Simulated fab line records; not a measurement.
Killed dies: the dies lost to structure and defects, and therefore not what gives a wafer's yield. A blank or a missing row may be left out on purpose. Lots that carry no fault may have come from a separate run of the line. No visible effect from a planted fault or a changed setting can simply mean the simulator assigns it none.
Chamber matching	flow n5-finfet	N5_HKMG_FIN_DESCUM_17 on rie-diel-01: 4 sister chambers
The step chemistry O2, time 7.9 s. 18 wafers are shown with their chamber, then 9 later ones without.

== WAFERS PAIRED WITH THEIR CHAMBERS ==
wafer	chamber	showerhead-plenum-p-Torr (Torr)	throttle-valve-pct (%)	drypump-motor-current-A (A)
L075.3	0	2.18	20.70	6.2
L075.5	1	2.21	20.09	5.8
L075.6	2	2.08	20.52	5.1
L076.1	0	2.18	20.70	6.2
L076.4	2	2.08	20.52	5.1
L076.5	0	2.18	20.71	6.2
L078.1	1	2.20	20.10	5.9
L078.3	0	2.18	20.72	6.3
L078.6	0	2.18	20.73	6.2
L079.1	0	2.18	20.72	6.3
L079.4	3	2.03	20.61	5.1
L079.6	2	2.08	20.54	5.1
L081.2	1	2.20	20.11	5.8
L081.3	0	2.18	20.73	6.3
L081.4	3	2.03	20.63	5.0
L087.1	0	2.17	20.77	6.2
L087.2	2	2.07	20.56	5.1
L087.4	3	2.03	20.64	5.0

SIGNATURES (averages over the wafers above)
reading	chamber 0	chamber 1	chamber 2	chamber 3	scatter within a chamber
showerhead-plenum-p-Torr	2.1787	2.2033	2.0775	2.0300	0.00405
throttle-valve-pct	20.7225	20.1000	20.5350	20.6267	0.0195
drypump-motor-current-A	6.237	5.833	5.100	5.033	0.0479
Rule: for a wafer and a chamber, the distance is found by dividing, reading by reading, the gap between the wafer's reading and the chamber's mean by the reading's scatter, squaring, summing and taking the root. The wafer belongs to the nearest chamber; if the next one is less than 2 further off, it can't be placed. The scatter is the square root of a quotient: the sum, over the shown wafers, of each reading's squared deviation from its chamber's mean, divided by wafers minus chambers.

== WAFERS WITH NO CHAMBER GIVEN ==
wafer	showerhead-plenum-p-Torr (Torr)	throttle-valve-pct (%)	drypump-motor-current-A (A)
L088.1	2.17	20.73	6.2
L088.2	2.07	20.55	5.1
L088.6	2.07	20.56	5.1
L091.1	2.17	20.75	6.3
L091.4	2.20	20.12	5.9
L091.5	2.03	20.67	5.0
L092.1	2.17	20.75	6.3
L092.3	2.19	20.14	5.8
L092.5	2.20	20.15	5.8

== CHAMBER TAKEN BY EACH ==
wafer	from the rows above	in truth
L088.1	0	0
L088.2	2	2
L088.6	2	2
L091.1	0	0
L091.4	1	1
L091.5	3	3
L092.1	0	0
L092.3	1	1
L092.5	1	1
9 of 9 placed correctly. Not placeable from these rows: 0. Placed wrongly: 0.
